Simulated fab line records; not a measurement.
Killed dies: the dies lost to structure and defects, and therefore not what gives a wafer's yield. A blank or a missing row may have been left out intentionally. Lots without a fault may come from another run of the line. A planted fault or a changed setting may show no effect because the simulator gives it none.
Which tool did it? ; flow nandHarc ; 33 wafers from 11 lots sampled at 2 of the route's 1159 steps

## WHAT EACH GAUGE READ, for each wafer
NHARC_P_M1_CD_MEAS_09 targets a cd of 130 nm.
lot;measured;on;cdNm (nm)
L368;day 6 12:04;cdSem-01;129.9 130.1 129.5
L370;day 7 06:32;cdSem-02;131.2 131.5 130.3
L371;day 7 11:55;cdSem-01;130.0 129.7 129.7
L374;day 7 23:47;cdSem-02;130.1 130.2 129.9
L375;day 8 12:17;cdSem-03;129.8 129.7 130.1
L376;day 8 12:29;cdSem-02;138.1 138.0 138.7
L377;day 9 10:40;cdSem-03;138.3 138.1 138.9
L386;day 10 16:23;cdSem-03;130.0 129.3 129.5
L384;day 10 16:58;cdSem-01;130.1 130.1 129.8
L387;day 11 08:11;cdSem-03;129.6 129.9 129.0
L388;day 11 16:13;cdSem-03;129.3 129.1 129.7

## WHAT TOOL EACH LOT RAN ON (gives the tool, then ch and the chambers of the sampled wafers, and finally the start)
lot;NHARC_P_M1_PEB_07
L368;lithoTrack-04 ch 0, day 6 11:59
L370;lithoTrack-06 ch 0, day 7 06:27
L371;lithoTrack-06 ch 0, day 7 11:50
L374;lithoTrack-06 ch 0, day 7 23:42
L375;lithoTrack-01 ch 0, day 8 12:12
L376;lithoTrack-06 ch 0, day 8 12:24
L377;lithoTrack-06 ch 0, day 9 10:35
L386;lithoTrack-01 ch 0, day 10 16:19
L384;lithoTrack-04 ch 0, day 10 16:53
L387;lithoTrack-04 ch 0, day 11 08:07
L388;lithoTrack-04 ch 0, day 11 16:08
- NHARC_P_M1_PEB_07: peb time 65 s.

## THE ANSWER, worked out from the rows above alone
Rule: usual is defined by the lots themselves. Put in order of their means at a reading, lots are off if they are a third of the lots or fewer, leave a main group of 4 or more, and stand apart from it by a gap of 3 or more times the standard deviation of the main group's means; of several such gaps the widest counts. The tables above print the reading to a certain number of digits; a main group whose means all agree to those digits is not used. A lot without any number at a reading at which 4 lots or more have one is off too. Any other lot the step has rows for is counted as sound.
Off, at NHARC_P_M1_CD_MEAS_09 on cdNm: L376, L377. Mean 129.9 nm and standard deviation 0.45 in the main group.
If a tool, at a process step before that reading, ran all the lots that are off and no sound lot after the first of them, it fits. Gauges at NHARC_P_M1_CD_MEAS_09: tried the same way as those tools. One candidate fits, namely lithoTrack-06 at NHARC_P_M1_PEB_07. A fault onset in the window from L374 (day 7 23:42, its last sound lot) to L376 (day 8 12:24, its first lot off) fits.

## WHAT WAS PUT IN BY THE SIMULATOR
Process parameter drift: lithoTrack-06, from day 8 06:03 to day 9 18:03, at NHARC_P_M1_PEB_07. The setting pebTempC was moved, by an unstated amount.
Struck lots among those shown: L376, L377. Same finding as the rule above.
